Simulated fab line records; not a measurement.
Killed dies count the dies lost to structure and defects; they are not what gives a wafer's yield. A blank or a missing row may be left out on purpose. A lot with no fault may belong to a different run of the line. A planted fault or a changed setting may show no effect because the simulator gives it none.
Comparing a struck lot with a sound one    flow n5-finfet    16 steps out of a route of 1938
Sound: these wafers, L693.2, L693.3, L693.5. Wafers L702.1, L702.2, L702.4 were the ones struck. Last of all comes the cause.
Per side, at each step with rows, come the tool, then ch with its chambers, and then its first start. Under that, the readings that differ: sound wafers    struck wafers    difference of the means    sigmas: that difference in standard deviations of wafers without a fault.
alike: same words and numbers on both sides, and readings whose means sit less than 2 such deviations apart. not compared: any withheld reading, any reading some wafer has no value for, any bound like >300 that may hide the same value, and any number with overlapping values for which the record gives no deviation.
A row with sigmas, a row that says differs or no value, or rows on one side alone: a step with any of these is where the two part. Numbers that have no deviation but don't overlap get no sigmas and don't part them. A reading that every wafer of one side lacks parts them only if that side has two wafers or more.

first, 2 steps without rows for these wafers: N5_BEOL_M0_SAQP_SRD_93 (time 30 s); N5_BEOL_M0_SAQP_RECESS_114 (chemistry HF/NH3, target SiO2, target depth 14.4 nm, afs cycles 3, sublimation time 60 s).
N5_BEOL_M0_SAQP_SPACER1_ALD_98: deposits SiO2, target thk 12.8 nm, pulse time 1 s, purge time 2 s.
  sound on ald-sin-03 ch 0,2,3, day 6 09:27; struck on ald-sin-04 ch 0,1,2, day 9 03:55
  alike: heater-power-w, precursor-pulse-height-rel
then, 1 step without rows for these wafers: N5_BEOL_M0_SAQP_SPACER1_ETCHBACK_99 (etches SiO2 in CHF3/O2, target depth 15.4 nm, time 7.7 s).
N5_BEOL_M0_SAQP_MANDREL1_REMOVE_100: chemistry HBr/Cl2/O2, target a-Si, stops on SiNx, bt time 10 s.
  sound on rie-si-06 ch 1,2,3, day 6 10:01; struck on rie-si-01 ch 0,2,3, day 9 04:42
  alike: drypump-motor-current-A, mfc-cl2-sccm, oes-product-au, throttle-valve-pct
  not compared: rf-hours-counter-h
N5_BEOL_M0_SAQP_CD_MEAS_25: target cd 13.1 nm.
  sound on cd-sem-03 ch 0, day 6 10:08; struck on cd-sem-02 ch 0, day 9 04:49
  alike: cd-nm
then, 1 step without rows for these wafers: N5_BEOL_M0_SAQP_ETCH_101 (etches SiNx in CH3F/O2, target depth 29.9 nm, time 42.7 s).
N5_BEOL_M0_SAQP_ETCH_102: etches SiO2 in CF4, target depth 4 nm, time 4.4 s.
  sound on rie-si-06 ch 0,1,2, day 6 10:29; struck on rie-si-06 ch 1,2,3, day 9 05:10
  alike: bias-w, cf4-flow-sccm, drypump-motor-current-A, oes-product-au, throttle-valve-pct
  not compared: rf-hours-counter-h
then, 1 step without rows for these wafers: N5_BEOL_M0_SAQP_MANDREL_ETCH_103 (etches a-Si in HBr/Cl2, stops on SiCN, target depth 45 nm, bt time 10 s, time 27 s).
N5_BEOL_M0_SAQP_RECESS_104: chemistry HF/NH3, target SiO2, target depth 18 nm, afs cycles 3, sublimation time 60 s.
  sound on vapor-etch-01 ch 0,1, day 6 10:36; struck on vapor-etch-02 ch 0,1, day 9 05:17
  alike: drypump-motor-current-A
then, 2 steps without rows for these wafers: N5_BEOL_M0_SAQP_COAT_105 (time 60 s, resist thk 100 nm); N5_BEOL_M0_SAQP_ETCH_106 (etches SOC in N2/H2, stops on SiNx, target depth 150 nm).
N5_BEOL_M0_SAQP_ETCH_107: etches SiNx in CH3F/O2, target depth 30 nm.
  sound on rie-diel-05 ch 2,3, day 6 11:07; struck on rie-diel-01 ch 0,2,3, day 9 05:50
  no value came back on the struck wafers for any of 7 readings (CH3F_flow_sccm (sccm), O2_flow_sccm (sccm) and others); on the sound wafers CH3F_flow_sccm (sccm) reads 30.00 30.17 30.00
reading                                          sound           struck          difference  sigmas
model.SiNx_of_BEOL_M0_SAQP_PECVD_97.thk-nm (nm)  0 0 0           15 14.4 15.4    +15         
model.SOC_of_BEOL_M0_SAQP_COAT_105.thk-nm (nm)   13.8 14.4 13.8  18.6 26.6 23.6  +8.9        
  not compared: rf-hours-counter-h
N5_BEOL_M0_SAQP_STRIP_108: strips in N2/H2.
  sound on rie-diel-05 ch 2,3, day 6 11:10; struck on rie-diel-01 ch 0,2,3, day 9 05:53
  alike: drypump-motor-current-A, n2-flow-sccm, oes-product-au, rf-vpp-V, showerhead-plenum-p-Torr, throttle-valve-pct
  not compared: rf-hours-counter-h
N5_BEOL_M4_RC_MEAS_101:
  the record has rows for the sound wafers here (prober-01 ch 0, day 8 23:53) and none for the struck ones
-- record jumps: 7 days separate the struck wafers' starts on either side; left off in module BEOL_M4, taken up again in module PASSIVATION, whose first shown step is the route's number 1936 --
N5_PASSIVATION_PROBE_49:
  sound on prober-02 at day 13 18:41; struck on prober-02 at day 16 00:30
reading                   sound           struck          difference  sigmas
defect-limited-yield (%)  89.7 89.6 90.7  0 0 0           -90         -64
killed_at_M0_to_M3        37 33 38        1116 1134 1118  +1087       +99 or more
killed-dies               121 123 110     1180 1180 1180  +1062       +62
killed-on-rim             14 17 19        152 152 152     +135        +30
killed-open               82 82 74        59 41 53        -28         -2
sort_bin_5_function (%)   5.8 6.7 6.0     96.9 97.2 97.2  +90.9       +98
sort-n-pass               1059 1057 1070  0 0 0           -1062       -62
sort-yield-pct (%)        89.7 89.6 90.7  0 0 0           -90         -64
  alike: killed_at_M4_up, killed-at-contacts, killed-at-front-end, killed-at-other, killed-short, sort_bin_6_memory

## WHERE THEY PART
Last at N5_PASSIVATION_PROBE_49 as far as this record goes, first at N5_BEOL_M0_SAQP_ETCH_107.

WHY: whatever the simulator had introduced
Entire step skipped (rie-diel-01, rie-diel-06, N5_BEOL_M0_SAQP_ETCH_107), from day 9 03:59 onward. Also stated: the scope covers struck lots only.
